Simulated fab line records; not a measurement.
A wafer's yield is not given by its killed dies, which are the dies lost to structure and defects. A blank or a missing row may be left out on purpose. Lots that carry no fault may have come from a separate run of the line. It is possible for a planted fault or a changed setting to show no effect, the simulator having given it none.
fab line records	flow n5Finfet
record: lots: 10	wafers: 29	lastDay: 19
route steps=1938 shown BEOL_M11@1573 BEOL_M12@1604
lots with no fault: from the same line, run without faults
startH: start of the lot's first displayed wafer, in hours after the record's first day	waitH: hours from the lot's prior step to this one	" identical to the entry in the row above	L1.1+2: several wafers, shown together as one row	- value missing, or start not given	* or withheld: withheld	< > ~ a bound
route shown NAME@n: a module of which the file shows steps, and the number in the route of the first	usual: mean/standard deviation taken from wafers without a fault	same: alike in all rows	chamber/n: place in a boat	sites: each site's reading	_std_site: the values' standard deviation	_edge_site: the outer-site mean with the inner-site mean subtracted	radiusMm: how far each site lies from the wafer's centre	mask NAME#n: copy n	behind: the tool/chamber that last shaped the wafer	hold: the reason the lot was held/the length of the hold in hours/how it ended	device: which transistor (n, p or np) failed to switch	end of line: tests of these same wafers at the route's end	a step without rows: its recipe alone	killed: the dies lost at the first sort to structure and to defects; this is not the yield of the wafer	map: a wafer's dies, marking killed ones x, the rest . and places with no die _
set.NAME: setting as actually run; set.NAME@STEP: the setting as run at that earlier step	model.NAME: the simulator's own value behind a step, which no gauge read
the route's steps for a sample of lots (tables are steps, rows are wafers)
services: the hour from which a tool's chamber was out of use, counted from the record's first day as startH (under 0 if before that day), plus the number of hours and why
== steps ==
step: N5_BEOL_M11_ETCH_66
recipe: chemistry: N2/H2	target: SOC	targetDepthA: 1200	overetchA: 240	maskMaterial: SiARC	tempC: 40	timeS: 180	ionEnergyEv: 200	pressureMtorr: 30	sourceW: 840	biasW: 150	n2FlowSccm: 200	h2FlowSccm: 200
usual: drypumpMotorCurrentA: 5.9/0.49	oesProductAu: 0.61/0.058	rfFwdPowerW: 837.1/2.6	rfVppV: 523.5/2.5	showerheadPlenumPTorr: 2.54/0.082	throttleValvePct: 17.9/0.34
lot.wafer	tool	chamber	startH	waitH	drypumpMotorCurrentA	oesProductAu	rfFwdPowerW	rfHoursCounterH	rfVppV	showerheadPlenumPTorr	throttleValvePct
L597.1	rieDiel-01	1	269.58	0.0	6.2	0.56	834.9	216	521.0	2.43	18.2
L597.2	"	0	"	"	6.2	0.71	839.2	25	520.8	2.50	17.4
L597.6	"	1	"	"	6.2	0.56	836.9	-	520.4	2.43	18.2
L596.2	rieDiel-01	0	270.51	0.0	6.1	0.70	838.5	26	521.0	2.50	17.3
L596.3	"	1	"	"	6.3	0.56	837.0	216	521.1	2.43	18.2
L596.5	"	1	"	"	6.3	0.56	836.8	-	521.0	2.43	18.2
L598.2	rieDiel-03	1	275.86	0.0	6.1	0.58	832.1	222	527.2	2.62	18.0
L598.6	"	3	"	"	6.4	0.66	835.0	-	522.1	2.46	17.7
L600.1	rieDiel-03	3	298.98	0.0	6.4	0.65	837.8	98	522.6	2.46	17.7
L600.3	"	0	"	"	5.0	0.57	837.9	191	524.9	2.54	18.3
L600.6	"	0	"	"	5.0	0.57	832.6	-	522.4	2.54	18.3
L603.1	rieDiel-01	2	309.20	0.0	5.7	0.59	845.1	205	526.5	2.62	18.0
L603.2	"	0	"	"	6.1	0.69	838.3	37	522.4	2.50	17.4
L603.6	"	3	"	"	6.2	0.59	839.0	-	526.5	2.64	17.8
L612.1	rieDiel-01	2	348.36	0.0	5.7	0.59	835.2	218	525.0	2.62	18.1
L612.4	"	3	"	"	6.2	0.57	839.6	220	524.4	2.64	17.8
L612.6	"	3	"	"	6.2	0.58	834.4	-	526.4	2.64	17.8
L614.1	rieDiel-04	1	383.83	0.0	6.1	0.60	840.8	181	521.7	2.44	18.5
L614.3	"	2	"	"	5.2	0.68	836.9	59	523.0	2.49	17.8
L614.5	"	1	"	"	6.1	0.60	838.0	-	519.1	2.44	18.5
L616.1	rieDiel-01	2	384.75	0.0	5.7	0.58	836.9	230	524.6	2.61	18.1
L616.4	"	3	"	"	6.2	0.57	836.5	-	525.6	2.63	17.8
L616.6	"	2	"	"	5.7	0.58	838.3	-	525.8	2.61	18.1
L618.1	rieDiel-01	2	410.41	0.0	5.7	0.57	837.0	236	524.7	2.61	18.1
L618.3	"	1	"	"	6.2	0.80	841.0	1	527.9	2.74	17.8
L618.6	"	0	"	"	6.1	0.66	835.5	-	521.7	2.48	17.4
L617.1	rieDiel-04	0	412.81	0.0	5.9	0.73	833.0	21	525.4	2.60	17.3
L617.3	"	1	"	"	6.2	0.59	835.5	190	520.4	2.44	18.5
L617.4	"	2	"	"	5.3	0.66	839.0	68	523.3	2.49	17.8
step: N5_BEOL_M11_VIA_ETCH_34
recipe: chemistry: C4F6/O2	target: SiCOH_lowk	targetDepthA: 1845	maskMaterial: SOC	taperDeg: 4	timeS: 69.2	ionEnergyEv: 250	pressureMtorr: 30	sourceW: 345	biasW: 185	Ar_flow_sccm: 300	C4F6_flow_sccm: 10	O2_flow_sccm: 10
usual: C4F6_flow_sccm: 10.006/0.029	drypumpMotorCurrentA: 5.9/0.49	oesProductAu: 0.75/0.077	rfFwdPowerW: 342.3/1.2	rfVppV: 668/10	showerheadPlenumPTorr: 2.84/0.093	throttleValvePct: 21.0/0.31
lot.wafer	tool	chamber	startH	waitH	C4F6_flow_sccm	drypumpMotorCurrentA	oesProductAu	rfFwdPowerW	rfHoursCounterH	rfVppV	showerheadPlenumPTorr	throttleValvePct
L597.1	rieDiel-01	1	269.71	0.0	9.970	6.3	0.69	342.6	216	670	2.71	21.2
L597.2	"	0	"	"	10.027	6.1	0.88	341.5	25	681	2.79	20.5
L597.6	"	1	"	"	10.059	6.2	0.69	342.6	-	670	2.71	21.2
L596.2	rieDiel-01	0	270.63	0.0	9.988	6.2	0.87	342.8	26	681	2.79	20.5
L596.3	"	1	"	"	10.025	6.3	0.68	343.4	216	669	2.71	21.2
L596.5	"	1	"	"	10.059	6.3	0.69	342.7	-	669	2.71	21.2
L598.2	rieDiel-03	1	275.98	0.0	10.014	6.1	0.70	341.6	222	684	2.93	21.1
L598.6	"	3	"	"	10.023	6.4	0.83	340.7	-	667	2.76	20.8
L600.1	rieDiel-03	3	299.10	0.0	9.993	6.4	0.82	342.0	98	667	2.76	20.9
L600.3	"	0	"	"	10.003	5.0	0.70	345.2	191	655	2.85	21.4
L600.6	"	0	"	"	10.017	5.0	0.69	343.3	-	655	2.85	21.3
L603.1	rieDiel-01	2	309.33	0.0	9.973	5.7	0.72	343.6	206	650	2.95	21.2
L603.2	"	0	"	"	10.000	6.1	0.86	342.7	37	681	2.79	20.5
L603.6	"	3	"	"	9.971	6.2	0.73	341.5	-	665	2.94	20.7
L612.1	rieDiel-01	2	348.48	0.0	10.037	5.7	0.71	344.4	218	649	2.94	21.2
L612.4	"	3	"	"	9.996	6.2	0.71	341.7	220	667	2.94	20.8
L612.6	"	3	"	"	9.977	6.2	0.72	342.9	-	665	2.94	20.8
L614.1	rieDiel-04	1	383.96	0.0	10.053	6.1	0.73	343.7	181	667	2.71	21.3
L614.3	"	2	"	"	10.006	5.2	0.84	343.7	59	666	2.79	20.9
L614.5	"	1	"	"	10.030	6.1	0.74	341.8	-	668	2.71	21.3
L616.1	rieDiel-01	2	384.88	0.0	10.041	5.7	0.70	344.2	230	650	2.94	21.3
L616.4	"	3	"	"	10.018	6.2	0.71	339.7	-	664	2.93	20.8
L616.6	"	2	"	"	10.006	5.7	0.71	343.6	-	650	2.94	21.2
L618.1	rieDiel-01	2	410.53	0.0	10.003	5.7	0.70	341.3	236	649	2.93	21.3
L618.3	"	1	"	"	9.999	6.2	0.98	344.1	1	681	3.04	20.8
L618.6	"	0	"	"	9.948	6.2	0.82	341.5	-	680	2.77	20.5
L617.1	rieDiel-04	0	412.94	0.0	9.990	5.9	0.92	342.2	21	679	2.93	20.5
L617.3	"	1	"	"	10.038	6.2	0.72	341.9	190	666	2.71	21.3
L617.4	"	2	"	"	10.017	5.2	0.83	342.9	68	666	2.79	20.9
step: N5_BEOL_M11_INSPECT_58
recipe: inspectInstrument: darkfield	mode: postDep
usual: rawDefectCount: 76/25
lot.wafer	tool	chamber	startH	waitH	rawDefectCount
L597.1	defectInspect-01	-	272.91	0.0	94
L597.2	"	-	"	"	30
L597.6	"	-	"	"	37
L596.2	defectInspect-01	-	273.19	0.0	60
L596.3	"	-	"	"	76
L596.5	"	-	"	"	72
L598.2	defectInspect-02	-	281.14	0.0	111
L598.6	"	-	"	"	74
L600.1	defectInspect-02	-	302.27	0.0	77
L600.3	"	-	"	"	60
L600.6	"	-	"	"	71
L603.1	defectInspect-01	-	312.09	0.0	94
L603.2	"	-	"	"	71
L603.6	"	-	"	"	115
L612.1	defectInspect-01	-	351.36	0.0	41
L612.4	"	-	"	"	49
L612.6	"	-	"	"	67
L614.1	defectInspect-01	-	387.38	0.0	81
L614.3	"	-	"	"	74
L614.5	"	-	"	"	57
L616.1	defectInspect-01	-	388.73	0.0	88
L616.4	"	-	"	"	137
L616.6	"	-	"	"	70
L618.1	defectInspect-01	-	413.98	0.0	42
L618.3	"	-	"	"	56
L618.6	"	-	"	"	60
L617.1	defectInspect-01	-	416.68	0.0	86
L617.3	"	-	"	"	73
L617.4	"	-	"	"	98
step: N5_BEOL_M12_COAT_58
recipe: resist: BARC	tempC: 205	timeS: 60	spinRpm: 1500	resistThkNm: 89
usual: dispensePressureKPa: 49/3.8	spinSpeedRpm: 1500.0/1.2
lot.wafer	tool	chamber	startH	waitH	dispensePressureKPa	spinSpeedRpm
L597.1	lithoTrack-03	0	273.11	0.0	48	1500.7
L597.2	"	0	"	"	48	1498.8
L597.6	"	0	"	"	48	1499.4
L596.2	lithoTrack-03	0	273.39	0.0	48	1500.9
L596.3	"	0	"	"	48	1500.7
L596.5	"	0	"	"	48	1502.0
L598.2	lithoTrack-04	0	281.34	0.0	54	1501.2
L598.6	"	0	"	"	54	1498.8
L600.1	lithoTrack-03	0	302.47	0.0	48	1570.9
L600.3	"	0	"	"	48	1571.1
L600.6	"	0	"	"	48	1571.2
L603.1	lithoTrack-03	0	312.29	0.0	48	1568.4
L603.2	"	0	"	"	48	1570.7
L603.6	"	0	"	"	48	1569.4
L612.1	lithoTrack-05	0	351.56	0.0	43	1499.6
L612.4	"	0	"	"	43	1502.1
L612.6	"	0	"	"	43	1501.3
L614.1	lithoTrack-03	0	387.58	0.0	48	1500.2
L614.3	"	0	"	"	48	1498.2
L614.5	"	0	"	"	48	1500.7
L616.1	lithoTrack-03	0	388.93	0.0	48	1500.1
L616.4	"	0	"	"	48	1499.2
L616.6	"	0	"	"	48	1499.4
L618.1	lithoTrack-04	0	414.18	0.0	54	1499.3
L618.3	"	0	"	"	54	1500.8
L618.6	"	0	"	"	54	1498.8
L617.1	lithoTrack-03	0	416.88	0.0	48	1499.3
L617.3	"	0	"	"	48	1500.7
L617.4	"	0	"	"	48	1497.8
step: N5_BEOL_M12_STRIP_64
recipe: chemistry: N2/H2	powerW: 1000	tempC: 250	h2Frac: 0.65	overashFraction: 0.3	pressureMtorr: withheld	n2FlowSccm: 1750	h2FlowSccm: 3250
usual: drypumpMotorCurrentA: 5.5/0.42	heaterPowerW: 334/19	oesProductAu: 0.715/0.0045	stripTimeToEndpointS: 31.32/0.068
lot.wafer	tool	chamber	startH	waitH	drypumpMotorCurrentA	heaterPowerW	oesProductAu	rfHoursCounterH	stripTimeToEndpointS
L597.1	plasmaAsher-02	1	273.97	0.0	5.1	358	0.713	83	31.34
L597.2	"	0	"	"	5.2	322	0.719	83	31.33
L597.6	"	0	"	"	5.2	319	0.719	-	31.42
L596.2	plasmaAsher-01	1	274.10	0.0	6.2	344	0.710	117	31.30
L596.3	"	1	"	"	6.2	340	0.708	-	31.26
L596.5	"	1	"	"	6.1	349	0.712	-	31.25
L598.2	plasmaAsher-01	1	282.17	0.0	6.2	355	0.708	118	31.28
L598.6	"	0	"	"	5.5	313	0.717	-	31.28
L600.1	plasmaAsher-02	1	303.33	0.0	5.1	351	0.724	87	30.69
L600.3	"	1	"	"	5.1	356	0.712	-	30.69
L600.6	"	1	"	"	5.1	356	0.722	-	30.71
L603.1	plasmaAsher-02	1	313.13	0.0	5.1	358	0.712	90	30.81
L603.2	"	0	"	"	5.2	319	0.718	90	30.80
L603.6	"	1	"	"	5.1	359	0.718	-	30.80
L612.1	plasmaAsher-01	0	352.39	0.0	5.5	311	0.715	134	31.31
L612.4	"	0	"	"	5.5	318	0.723	-	31.39
L612.6	"	0	"	"	5.5	307	0.719	-	31.33
L614.1	plasmaAsher-01	1	388.41	0.0	6.2	341	0.713	141	31.24
L614.3	"	0	"	"	5.5	304	0.712	-	31.29
L614.5	"	0	"	"	5.5	318	0.706	-	31.32
L616.1	plasmaAsher-02	0	389.78	0.0	5.2	327	0.711	105	31.36
L616.4	"	0	"	"	5.2	321	0.725	-	31.38
L616.6	"	0	"	"	5.2	327	0.719	-	31.38
L618.1	plasmaAsher-02	1	414.89	0.0	5.1	351	0.711	109	31.15
L618.3	"	1	"	"	5.1	352	0.717	-	31.31
L618.6	"	0	"	"	5.2	321	0.710	-	31.26
L617.1	plasmaAsher-02	0	418.12	0.0	5.2	323	0.713	109	31.20
L617.3	"	1	"	"	5.1	356	0.717	-	31.31
L617.4	"	0	"	"	5.2	324	0.713	-	31.30
== services ==
tool	chamber	startH	hours	kind
rieDiel-01	3	288.09	4.2	repair
rieDiel-04	0	309.05	-	clean
rieDiel-04	0	309.05	-	consumableReplace:focusRing
lithoTrack-04	-	344.63	-	consumableReplace:filter
plasmaAsher-02	-	345.38	6.1	repair
rieDiel-04	1	360.52	12.7	repair
rieDiel-01	0	369.92	15.6	repair
rieDiel-03	1	379.36	-	clean
rieDiel-03	1	379.36	-	consumableReplace:focusRing
rieDiel-03	1	379.36	18.0	scheduledDown
rieDiel-03	1	379.36	18.0	ventCycle
rieDiel-01	1	385.57	-	clean
rieDiel-01	1	385.57	-	consumableReplace:focusRing
rieDiel-01	1	385.57	-	consumableReplace:showerhead
rieDiel-01	1	385.57	23.5	scheduledDown
rieDiel-01	1	385.57	23.5	ventCycle
rieDiel-01	3	388.99	2.6	repair
rieDiel-01	2	401.92	6.6	repair
rieDiel-01	3	404.40	2.4	repair
rieDiel-01	1	411.12	6.8	repair
rieDiel-04	2	415.57	6.4	repair
== key ==
firstSign: step: N5_BEOL_M12_COAT_58	reading: spinSpeedRpm	direction: up	sigmas: 59	usual: *	struck: *
effect: step: N5_BEOL_M12_STRIP_64	reading: stripTimeToEndpointS	direction: down	sigmas: 8.4	usual: *	struck: *
metAt N5_BEOL_M12_COAT_58
struckLots L600,L603
notActingAt N5_BEOL_M11_ETCH_66,N5_BEOL_M11_VIA_ETCH_34,N5_BEOL_M11_INSPECT_58
onsetBetween 273.39 302.47
fault: kind: processParameterDrift	tool: lithoTrack-03	chamber: -	onsetH: 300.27	steps: N5_BEOL_M12_COAT_58	channel: spinRpm	offset: *	shape: step	endH: 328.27	actsIn: *	stated: *
